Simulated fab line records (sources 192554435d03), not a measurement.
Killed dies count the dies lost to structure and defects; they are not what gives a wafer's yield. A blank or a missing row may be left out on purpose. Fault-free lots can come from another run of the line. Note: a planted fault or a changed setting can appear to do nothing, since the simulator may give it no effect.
Split-lot experiment ; flow n5Finfet ; 7 lots, 21 wafers read, on a route of 1938 steps

== THE SPLIT ITSELF ==
At N5_SPACER0_ALD_00 (deposits SiOCN, target thk 3.5 nm, pulse time 3 s, purge time 2 s), the setting aldCycles was moved away from the recipe's 58 on 6 of the 21 wafers read, by -15.5% to +10.3%. The other wafers ran this setting at the recipe's value.

Reading taken at the split's own step.

== THE READING ==
SiOCN_of_SPACER0_ALD_00.thkNm (the simulator's own value, which no gauge read), in nm, at N5_SPACER0_ALD_00 (deposits SiOCN, target thk 3.5 nm, pulse time 3 s, purge time 2 s). The file gives no usual value for it. Here, 15 wafers ran the recipe; their average is 3.6 nm with a standard deviation of 0.08 nm.

wafer;tool, chamber at the split;aldCycles as run;against the recipe;SiOCN_of_SPACER0_ALD_00.thkNm, nm;against lot-mates on the recipe
L074.2;aldSin-03, 2;58;recipe;3.6;-
L074.6;aldSin-03, 2;58;recipe;3.6;-
L074.3;aldSin-03, 3;58;recipe;3.4;-
L081.3;aldSin-04, 2,0;61;+5.2%;3.6;+0.0
L081.4;aldSin-04, 2,0;61;+5.2%;3.6;+0.0
L081.6;aldSin-04, 3;58;recipe;3.6;-
L084.1;aldSin-02, 1;64;+10.3%;3.8;+0.2
L084.3;aldSin-02, 3,0;58;recipe;3.6;-
L084.4;aldSin-02, 3,0;58;recipe;3.6;-
L087.1;aldSin-03, 3,0;58;recipe;3.4;-
L087.5;aldSin-03, 3,0;58;recipe;3.4;-
L087.2;aldSin-03, 1;58;recipe;3.6;-
L090.2;aldSin-02, 3,1;58;recipe;3.6;-
L090.6;aldSin-02, 3,1;58;recipe;3.6;-
L090.5;aldSin-02, 0;49;-15.5%;3;-0.6
L091.1;aldSin-02, 1;58;recipe;3.6;-
L091.3;aldSin-02, 2,3;49;-15.5%;3;-0.6
L091.6;aldSin-02, 2,3;49;-15.5%;3;-0.6
L093.2;aldSin-02, 0,3,2;58;recipe;3.6;-
L093.3;aldSin-02, 0,3,2;58;recipe;3.6;-
L093.4;aldSin-02, 0,3,2;58;recipe;3.6;-
If several chambers appear in one row, that row covers several wafers at once and the file leaves open which wafer was in which chamber.

THE FIT
A straight line over all 21 wafers: SiOCN_of_SPACER0_ALD_00.thkNm changes by +0.0321 nm for each +1% of aldCycles; r = +0.93; the points scatter about the line by 0.084 nm.
The same after taking each lot's own level away (the mean of its wafers on the recipe; 21 wafers): +0.0329 nm for each +1%; r = +0.94; scatter 0.082 nm.
According to that fit, moving aldCycles by its largest amount changes the reading by 0.51 nm.
The lots' own levels span 3.47 to 3.60 nm, that is 1.7 times the standard deviation above.
Hence the lot-to-lot level has little effect on the slope; both slopes agree.
Check: -0.525 nm against its lot-mates is what the line predicts for one of the wafers moved furthest among these (-15.5%) when that wafer is left out of the fit. Against them it came out at -0.6 nm.

== OTHER SPLITS APPLIED TO THESE WAFERS ==
Other splits were also applied to these wafers ahead of the reading. Each is held against what the fit with the lots' levels taken away leaves over:
other split on the same wafers;wafers away from the commonest value;r with SiOCN_of_SPACER0_ALD_00.thkNm (lot level and that fit taken away)
N5_PMOS_HMC_CHANNEL_EPI_PEB_07 pebTimeS;6;+0.13
N5_PMOS_HMC_CHANNEL_EPI_DEVELOP_08 developTimeS;4;-0.06
N5_FIN_SAQP_ETCH_65 timeS;7;+0.00
N5_FIN_CUT_COAT_19 spinRpm;10;-0.23

== FILE'S OWN FIT ==
SiOCN_of_SPACER0_ALD_00.thkNm changes by +0.0336 nm for each +1% of aldCycles, r = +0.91.
